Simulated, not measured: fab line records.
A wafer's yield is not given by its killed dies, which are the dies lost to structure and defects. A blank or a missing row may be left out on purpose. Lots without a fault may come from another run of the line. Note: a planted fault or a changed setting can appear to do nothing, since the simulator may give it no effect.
Struck lot and sound lot, side by side ; flow n5-finfet ; 15 steps out of a route of 1938
Sound: these wafers, L971.1, L971.5, L971.6. Struck: wafer L984.2. The cause comes at the end.
At each step with rows: each side's tool, then ch and its chambers, then its first start. Under that, the readings that differ: sound wafers ; struck wafers ; difference of the means ; sigmas: that difference in standard deviations of wafers without a fault.
alike: words and numbers the same on both sides, and readings whose means are apart by under 2 such deviations; not compared: readings that were withheld, readings missing a value for some wafer, numbers with overlapping values and no deviation given by the record, and bounds like >300 which may hide the same value.
The two part at a step that has a row with sigmas, a row that says differs or no value, or rows on one side only. When numbers do not overlap yet have no deviation, they are printed without sigmas and do not part them. A reading that every wafer of one side lacks parts them only if that side has two wafers or more.

first, 6 steps without rows for these wafers: N5_BEOL_M4_COAT_22 (resist thk 30 nm); N5_BEOL_M4_EBR_24; N5_BEOL_M4_SOFTBAKE_23 (time 60 s); N5_BEOL_M4_EXPOSE_25 (exposes mask V3, defocus 5 nm); N5_BEOL_M4_PEB_26 (peb time 60 s); N5_BEOL_M4_DEVELOP_27 (develop time 30 s).
N5_BEOL_M4_CD_MEAS_28: target cd 26.2 nm, target cd y 24.1 nm.
  sound on cd-sem-03 ch 0, day 8 22:00; struck on cd-sem-01 ch 0, day 12 17:21
  alike: cd-nm
N5_BEOL_M4_OVL_MEAS_29:
  sound on overlay-01 ch 0, day 8 22:02; struck on overlay-02 ch 0, day 12 17:23
  alike: V3_OVL
N5_BEOL_M4_INSPECT_30: inspects for defects (brightfield).
  sound on defect-inspect-02 at day 8 22:05; struck on defect-inspect-02 at day 12 17:26
  alike: raw-defect-count
N5_BEOL_M4_DESCUM_33: chemistry O2, time 7 s.
  sound on rie-diel-05 ch 2,3, day 8 22:08; struck on rie-diel-05 ch 3, day 12 17:28
  alike: drypump-motor-current-A, oes-product-au, rf-vpp-V, showerhead-plenum-p-Torr, throttle-valve-pct
  not compared: rf-hours-counter-h
N5_BEOL_M4_ETCH_77: etches underlayer in N2/H2, target depth 6.5 nm, time 5.2 s.
  sound on rie-diel-05 ch 2,3, day 8 22:10; struck on rie-diel-05 ch 3, day 12 17:31
  alike: drypump-motor-current-A, etch-rf-on-time-s, h2-flow-sccm, oes-product-au, rf-vpp-V, showerhead-plenum-p-Torr, throttle-valve-pct
  not compared: rf-hours-counter-h
N5_BEOL_M4_ETCH_69: etches SiARC in CF4, target depth 15.6 nm, time 26 s.
  sound on rie-diel-05 ch 2,3, day 8 22:11; struck on rie-diel-05 ch 3, day 12 17:31
reading;sound;struck;difference;sigmas
rf-vpp-V (V);182.7 182.4 183.3;186.2;+3.4;+2
  alike: drypump-motor-current-A, etch-rf-on-time-s, oes-product-au, showerhead-plenum-p-Torr, throttle-valve-pct
  not compared: rf-hours-counter-h
N5_BEOL_M4_ALD_98: deposits SiO2, target thk 2.5 nm, pulse time 1 s, co reactant pulse time 1 s.
  sound on ald-sin-04 ch 1,2,3, day 8 22:45; struck on ald-sin-02 ch 1, day 12 17:41
reading;sound;struck;difference;sigmas
heater-power-w (W);70 87 90;65;-17;-2
susceptor-temp-C (C);99.82 99.98 100.06;98.61;-1.34;-10
  alike: precursor-pulse-height-rel
N5_BEOL_M4_ETCHBACK_99: etches SiO2 in CHF3, target depth 5 nm, time 10.4 s.
  sound on rie-diel-01 ch 0,2,3, day 9 00:35; struck on rie-diel-06 ch 2, day 12 19:22
  alike: drypump-motor-current-A, oes-product-au, rf-vpp-V, showerhead-plenum-p-Torr, throttle-valve-pct
  not compared: rf-hours-counter-h
N5_BEOL_M4_RC_MEAS_101:
  sound on prober-01 ch 0, day 9 05:26; struck on prober-01 ch 0, day 13 00:32
  alike: DIBL_N, DIBL_P, IOFF_N, IOFF_P, ION_N, ION_P, SS_N, SS_P, VT_N, VT_P

## WHERE THEY PART
Last at N5_BEOL_M4_ALD_98 as far as this record goes, first at N5_BEOL_M4_ETCH_69. Later steps at which nothing parts them and some readings are alike: N5_BEOL_M4_ETCHBACK_99, N5_BEOL_M4_RC_MEAS_101.

WHY: what had been put in by the simulator
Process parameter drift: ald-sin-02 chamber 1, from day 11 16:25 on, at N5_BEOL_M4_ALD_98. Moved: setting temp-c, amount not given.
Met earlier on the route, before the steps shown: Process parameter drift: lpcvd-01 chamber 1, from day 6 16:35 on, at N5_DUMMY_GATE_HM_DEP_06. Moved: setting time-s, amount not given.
